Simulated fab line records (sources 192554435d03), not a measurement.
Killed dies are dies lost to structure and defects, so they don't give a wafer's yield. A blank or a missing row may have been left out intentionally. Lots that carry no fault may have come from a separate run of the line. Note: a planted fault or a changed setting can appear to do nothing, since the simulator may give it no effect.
Commonality check across tools	flow n5Finfet	Sampled: 10 lots, 26 wafers

## REASON IT WAS OPENED
Of 10 lots, 2 have the reading M13_RS flagged at N5_BEOL_M13_RS_MEAS_54. No-fault wafers: 0.0449 ohm/sq, standard deviation 0.00069.
Rule: a lot is flagged when every wafer of it that has a number lies more than 4 standard deviations from that mean, or none has a number. The other lots count as sound.

lot	measured	on	M13_RS (ohm/sq), wafer by wafer	flag
L696	day 11 04:52	filmMetro-01	0.0447 0.0451 0.0439	
L700	day 12 06:48	filmMetro-02	0.0449 0.0443	
L704	day 12 23:32	filmMetro-01	0.0442 0.0456	
L708	day 14 07:04	filmMetro-01	57.113 59.720 55.881	FLAGGED
L709	day 14 20:08	filmMetro-01	57.924 58.340 58.714	FLAGGED
L712	day 15 02:24	filmMetro-02	0.0448 0.0449	
L713	day 15 14:17	filmMetro-02	0.0464 0.0448	
L716	day 15 23:50	filmMetro-01	0.0465 0.0454 0.0452	
L717	day 16 07:43	filmMetro-01	0.0439 0.0449 0.0437	
L718	day 17 00:18	filmMetro-01	0.0457 0.0447 0.0447	
On average the flagged lots read 57.9487 ohm/sq, which is +57.9038 ohm/sq against the usual, or +99 or more standard deviations.

## EACH LOT AND THE TOOL IT RAN ON
4 process steps preceding the reading are held in the record, out of 1938 steps in the route. In each cell: the tool, then ch and the chambers that the sampled wafers went through, then the start.
lot	flag	N5_BEOL_M13_DESCUM_33	N5_BEOL_M13_PRE_CLEAN_42	N5_BEOL_M13_SPUTTER_45	N5_BEOL_M13_CMP_49
L696		rieDiel-06 ch 1,2,3, day 11 00:43	pvdSputter-03, day 11 03:17	pvdSputter-03, day 11 03:29	cmp-04 ch 1,2, day 11 04:27
L700		rieDiel-02 ch 1,2, day 12 02:12	pvdSputter-02, day 12 05:36	pvdSputter-02, day 12 05:48	cmp-02 ch 0,1, day 12 06:25
L704		rieDiel-03 ch 0,2, day 12 20:13	pvdSputter-02, day 12 22:20	pvdSputter-02, day 12 22:32	cmp-02 ch 3, day 12 23:10
L708	FLAGGED	rieDiel-06 ch 0,2, day 14 04:44	pvdSputter-01, day 14 05:52	pvdSputter-01, day 14 06:04	cmp-02 ch 0,2,3, day 14 06:43
L709	FLAGGED	rieDiel-03 ch 1,2,3, day 14 14:22	pvdSputter-03, day 14 18:50	pvdSputter-03, day 14 19:02	cmp-04 ch 0,3, day 14 19:45
L712		rieDiel-03 ch 2, day 14 22:59	pvdSputter-03, day 15 01:12	pvdSputter-03, day 15 01:24	cmp-04 ch 0, day 15 02:01
L713		rieDiel-02 ch 0,1, day 15 11:05	pvdSputter-03, day 15 13:04	pvdSputter-03, day 15 13:16	cmp-04 ch 0,2, day 15 13:50
L716		rieDiel-03 ch 0,1,2, day 15 16:19	pvdSputter-03, day 15 20:17	pvdSputter-03, day 15 20:29	cmp-02 ch 0,1,3, day 15 23:29
L717		rieDiel-06 ch 0,3, day 16 04:08	pvdSputter-03, day 16 06:22	pvdSputter-03, day 16 06:34	cmp-02 ch 0,1, day 16 07:18
L718		rieDiel-03 ch 0,3, day 16 21:29	pvdSputter-01, day 16 23:06	pvdSputter-01, day 16 23:18	cmp-01 ch 1,3, day 16 23:55
What these steps do:
- N5_BEOL_M13_DESCUM_33: chemistry O2, time 7.9 s.
- N5_BEOL_M13_PRE_CLEAN_42: time 30 s.
- N5_BEOL_M13_SPUTTER_45: material Cu, target thk 80 nm, time 13.33 s.
- N5_BEOL_M13_CMP_49: polishes, stops on SiOC, t overpolish 17.1 s, target thk 420 nm.
- N5_BEOL_M13_RS_MEAS_54: measures by four-point-probe.

## FLAGGED OVER TOTAL, TOOL BY TOOL (the gauges that took the reading come last)
step	tool	lots run	flagged	share of the flagged lots	sound lots run after its first flagged lot
N5_BEOL_M13_DESCUM_33	rieDiel-02	2	0	none	-
N5_BEOL_M13_DESCUM_33	rieDiel-03	5	1	some	3 (L712,L716,L718)
N5_BEOL_M13_DESCUM_33	rieDiel-06	3	1	some	1 (L717)
N5_BEOL_M13_PRE_CLEAN_42	pvdSputter-01	2	1	some	1 (L718)
N5_BEOL_M13_PRE_CLEAN_42	pvdSputter-02	2	0	none	-
N5_BEOL_M13_PRE_CLEAN_42	pvdSputter-03	6	1	some	4 (L712,L713,L716,L717)
N5_BEOL_M13_SPUTTER_45	pvdSputter-01	2	1	some	1 (L718)
N5_BEOL_M13_SPUTTER_45	pvdSputter-02	2	0	none	-
N5_BEOL_M13_SPUTTER_45	pvdSputter-03	6	1	some	4 (L712,L713,L716,L717)
N5_BEOL_M13_CMP_49	cmp-01	1	0	none	-
N5_BEOL_M13_CMP_49	cmp-02	5	1	some	2 (L716,L717)
N5_BEOL_M13_CMP_49	cmp-04	4	1	some	2 (L712,L713)
N5_BEOL_M13_RS_MEAS_54	filmMetro-01	7	2	all	3 (L716,L717,L718)
N5_BEOL_M13_RS_MEAS_54	filmMetro-02	3	0	none	-

## WHAT IS ALLOWED BY THE TABLE
1 row of the table ran every flagged lot: filmMetro-01 at N5_BEOL_M13_RS_MEAS_54.
- filmMetro-01 at N5_BEOL_M13_RS_MEAS_54: 2 of its 7 lots flagged. Sound lots ran on it after the first flagged one (L716, L717, L718), which a lasting fault on the whole tool wouldn't allow.
No row of the table ran every flagged lot and no sound lot after the first.

## WHAT THE SIMULATOR PUT IN
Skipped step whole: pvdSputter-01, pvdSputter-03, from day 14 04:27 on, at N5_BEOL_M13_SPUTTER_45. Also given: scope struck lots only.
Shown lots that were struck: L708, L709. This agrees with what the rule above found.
